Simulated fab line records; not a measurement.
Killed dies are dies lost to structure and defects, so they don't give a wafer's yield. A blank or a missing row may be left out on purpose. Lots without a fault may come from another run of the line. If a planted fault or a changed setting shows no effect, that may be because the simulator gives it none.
Problem report, 8D (eight disciplines) form, completed by code || flow nandHarc || the parts of the form that need people (team, actions taken, sign-off) are left out

1. THE ISSUE
killedAtArray at NHARC_END_SORT_01 reads a mean of 526 on 6 wafers of 2 lots; wafers without a fault read 59 with a standard deviation of 20. That puts it +23 standard deviations away from the usual mean.
Earliest sighting: wafer L289.2 on prober-01 at day 29 14:40. The record holds 11 wafers of 4 lots with a number at this step. By rule, "out" or "out of limits" means more than 4 standard deviations away from the usual mean. The rest of the wafers with a number are treated as sound.

2. WHAT IT IS; WHAT IT IS NOT
{"question": "which readings at this step", "is": "killedAtArray, defectLimitedYield, killedDies", "is not": "killedAtOther, killedAtPeriphery, killedOpen, killedShort"}
{"question": "which lots", "is": "L289, L292", "is not": "L286, L291"}
{"question": "which wafers of those lots", "is": "all that have a number", "is not": "-"}
{"question": "read on which gauges", "is": "prober-01", "is not": "prober-02"}
{"question": "when", "is": "from day 29 14:40", "is not": "up to then (3 sound wafers); but 2 sound wafers of L291 came after"}

3. THE SUSPECTS, EACH WITH WHAT RULES IT OUT
Counting: a tool stays on the suspect list if, at a process step up to the reading, it processed all lots that are out and no sound lot following the first of them.
- the gauge at NHARC_END_SORT_01: kept. All the wafers that are out were read on prober-01, and no step on other tools shows them out.
- ecdCu-01 at NHARC_A_BONDPAD_ECD_18 (material Cu, target thk 400 nm): kept. It processed each lot that is out, first L289 at day 28 08:43, and no sound lot thereafter; up to then, the last sound lot it processed was L291 at day 28 06:53.
After counting, ecdCu-01 at NHARC_A_BONDPAD_ECD_18 and prober-01 at NHARC_END_SORT_01 remain.

4. THE CAUSE (what the simulator had put in)
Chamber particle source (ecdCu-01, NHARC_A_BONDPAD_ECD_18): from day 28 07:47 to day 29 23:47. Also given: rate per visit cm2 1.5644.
2 suspects survive the count, and this tool is in that group.

5. THE EFFECT CHAIN, in route order
Each row: a reading where the mean over the struck wafers with a number is more than 3 standard deviations away from the usual. Only readings for which the record gives a usual standard deviation are gone through. hours: the time from each lot's start at the first step in this table that gives one to its start at this step, as a median over the lots. sigmas: the change in usual standard deviations.
{"hours": 0, "step": "NHARC_END_SORT_01", "reading": "defectLimitedYield", "usual": "91 %", "on struck wafers": 22, "change": -69, "sigmas": -23}
{"hours": 0, "step": "NHARC_END_SORT_01", "reading": "killedAtArray", "usual": 59, "on struck wafers": 526, "change": "+467", "sigmas": "+23"}
{"hours": 0, "step": "NHARC_END_SORT_01", "reading": "killedDies", "usual": 63, "on struck wafers": 530, "change": "+467", "sigmas": "+22"}

6. HOW IT WOULD HAVE BEEN CAUGHT EARLIER
Counted from the fault's start at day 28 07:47, it took 31 hours until the first out-of-limits reading at a measuring or inspecting step in this record, taken at day 29 14:40.
By day 29 14:40, every lot that is out (2) had started NHARC_A_BONDPAD_ECD_18 on ecdCu-01. Tool hold at that time: it would have spared none of them.
